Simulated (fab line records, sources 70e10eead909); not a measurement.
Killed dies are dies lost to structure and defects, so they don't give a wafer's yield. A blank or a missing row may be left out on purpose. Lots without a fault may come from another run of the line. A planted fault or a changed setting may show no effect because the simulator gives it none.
Chamber matching | flow nand_harc | NHARC_P_ZERO_WELL_DESCUM_54 on rie_diel-07: 4 sister chambers
The step chemistry O2, time 3 s. 7 wafers are shown with their chamber, then 7 later ones without.

WAFERS WITH THEIR CHAMBER
wafer  | chamber | showerhead_plenum_p_Torr (Torr) | oes_product_au (a.u.)
L218.3 | 0       | 1.90                            | 1.001
L224.6 | 3       | 1.92                            | 1.009
L236.1 | 2       | 2.05                            | 0.992
L236.2 | 3       | 1.91                            | 1.018
L236.4 | 1       | 1.90                            | 0.991
L239.1 | 2       | 2.05                            | 1.007
L239.2 | 1       | 1.89                            | 0.987

WAFERS WITHOUT THEIR CHAMBER
wafer  | showerhead_plenum_p_Torr (Torr) | oes_product_au (a.u.)
L239.6 | 1.90                            | 0.989
L240.1 | 1.90                            | 0.997
L240.2 | 2.04                            | 1.008
L240.5 | 2.04                            | 0.997
L241.1 | 1.89                            | 0.991
L241.3 | 2.04                            | 1.004
L241.4 | 1.87                            | 1.004

WHICH CHAMBER EACH WENT THROUGH
wafer  | from the rows above     | in truth
L239.6 | can't be placed: 1 or 0 | 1
L240.1 | can't be placed: 0 or 1 | 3
L240.2 | 2                       | 2
L240.5 | 2                       | 2
L241.1 | can't be placed: 1 or 0 | 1
L241.3 | 2                       | 2
L241.4 | can't be placed: 1 or 0 | 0
Placed correctly: 3 of 7. Can't be placed from these rows: 4 (the true chamber is among the candidates in 3). Placed wrongly: 0.
How it was worked out, from the rows above alone: a wafer's distance from a chamber is the root of the sum, over the readings, of the square of ((its reading less the chamber's mean) divided by the reading's scatter). The wafer belongs to the nearest chamber; if the next one is less than 2 further off, it can't be placed. A chamber's mean is the mean of its shown wafers. The scatter: the root of (the sum of the squares of (reading less its chamber's mean) over the shown wafers, divided by (wafers less chambers)).
